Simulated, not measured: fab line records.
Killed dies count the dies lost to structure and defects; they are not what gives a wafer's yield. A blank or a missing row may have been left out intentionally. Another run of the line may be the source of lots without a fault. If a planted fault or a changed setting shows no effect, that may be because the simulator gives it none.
Struck lot and sound lot, side by side :: flow n5_finfet :: 21 out of 1938 route steps
Sound: wafers L665.2, L665.5, L665.6. The struck wafers were L682.2, L682.3, L682.6. The cause is given at the end.
At each step with rows: each side's tool, then ch and its chambers, then its first start. Under that, the readings that differ: sound wafers :: struck wafers :: difference of the means :: sigmas: that difference in standard deviations of wafers without a fault.
alike: readings with means less than 2 such deviations apart, plus words and numbers identical on both sides. not compared: withheld readings, readings lacking a value on some wafer, bounds such as >300 that could conceal the same value, and numbers that have no deviation in the record and whose values overlap.
The two part at a step that has a row with sigmas, a row that says differs or no value, or rows on one side only. Numbers that don't overlap but have no deviation are shown without sigmas and don't part them. Lack of a reading on every wafer of one side parts them only where that side has two or more wafers.

first, 9 steps without rows for these wafers: N5_BEOL_M9_ILD_DEP_00 (deposits SiCOH lowk from DEMS/porogen, target thk 308.51 nm, time 58 s); N5_BEOL_M9_CURE_71 (cures SiCOH lowk, time 240 s); N5_BEOL_M9_PECVD_70 (deposits SiO2 from TEOS/O2, target thk 20 nm, time 22.7 s); N5_BEOL_M9_HM_DEP_02 (deposits TiN, target thk 20 nm); N5_BEOL_M9_COAT_59 (time 60 s, resist thk 100 nm); N5_BEOL_M9_COAT_60 (time 60 s, resist thk 30 nm); N5_BEOL_M9_COAT_05 (resist thk 90 nm); N5_BEOL_M9_EBR_07; N5_BEOL_M9_SOFTBAKE_06 (time 60 s).
N5_BEOL_M9_EXPOSE_08: exposes mask M9.
  sound on arfi_scanner-01 ch 0, day 11 04:44; struck on arfi_scanner-01 ch 0, day 16 04:36
reading: exposure_dose_mJ_cm2
sound: 53.65 53.77 53.65
struck: 52.63 52.66 52.61
difference: -1.06
sigmas: -21
  alike: mask
then, 2 steps without rows for these wafers: N5_BEOL_M9_PEB_09 (peb time 60 s); N5_BEOL_M9_DEVELOP_10 (develop time 30 s).
N5_BEOL_M9_CD_MEAS_11: the cd target is 64.1 nm.
  sound on cd_sem-01 ch 0, day 11 04:52; struck on cd_sem-03 ch 0, day 16 04:43
  alike: cd_nm
then, 1 step without rows for these wafers: N5_BEOL_M9_DESCUM_16 (chemistry O2, time 7.9 s).
N5_BEOL_M9_ETCH_61: etches SiARC in CF4, target depth 39 nm, time 65 s.
  sound on rie_diel-04 ch 2,3, day 11 04:59; struck on rie_diel-04 ch 1,3, day 16 04:50
reading: model.BEOL_M9.cd_offset_nm (nm)
sound: -0.8 -1 -0.6
struck: -1.4 -1.4 -1.6
difference: -0.7
sigmas: 
  alike: drypump_motor_current_A, etch_rf_on_time_s, oes_product_au, rf_vpp_V, showerhead_plenum_p_Torr, throttle_valve_pct
  not compared: rf_hours_counter_h
then, 3 steps without rows for these wafers: N5_BEOL_M9_ETCH_62 (etches SOC in N2/H2, target depth 110 nm, overetch 22 nm, time 165 s); N5_BEOL_M9_STRIP_68 (strips in N2/H2); N5_BEOL_M9_STRIP_67 (strips in CF4).
N5_BEOL_M9_HM_OPEN_17: chemistry Cl2/BCl3, target TiN, target depth 20 nm, overetch 6 nm.
  sound on rie_metal-03 ch 0,1, day 11 05:14; struck on rie_metal-01 ch 0,1, day 16 05:05
reading: model.BEOL_M9.cd_offset_nm (nm)
sound: -0.8 -1 -0.6
struck: -1.6 -1.6 -2
difference: -0.9
sigmas: 
  alike: drypump_motor_current_A, oes_product_au, throttle_valve_pct
  not compared: rf_hours_counter_h
then, 2 steps without rows for these wafers: N5_BEOL_M9_STRIP_19 (strips in O2); N5_PASSIVATION_PROBE_49.

## WHERE THEY PART
N5_BEOL_M9_EXPOSE_08 only, going by this record. Later steps at which nothing parts them and some readings are alike: N5_BEOL_M9_CD_MEAS_11, N5_BEOL_M9_ETCH_61, N5_BEOL_M9_HM_OPEN_17.

WHY: what had been put in by the simulator
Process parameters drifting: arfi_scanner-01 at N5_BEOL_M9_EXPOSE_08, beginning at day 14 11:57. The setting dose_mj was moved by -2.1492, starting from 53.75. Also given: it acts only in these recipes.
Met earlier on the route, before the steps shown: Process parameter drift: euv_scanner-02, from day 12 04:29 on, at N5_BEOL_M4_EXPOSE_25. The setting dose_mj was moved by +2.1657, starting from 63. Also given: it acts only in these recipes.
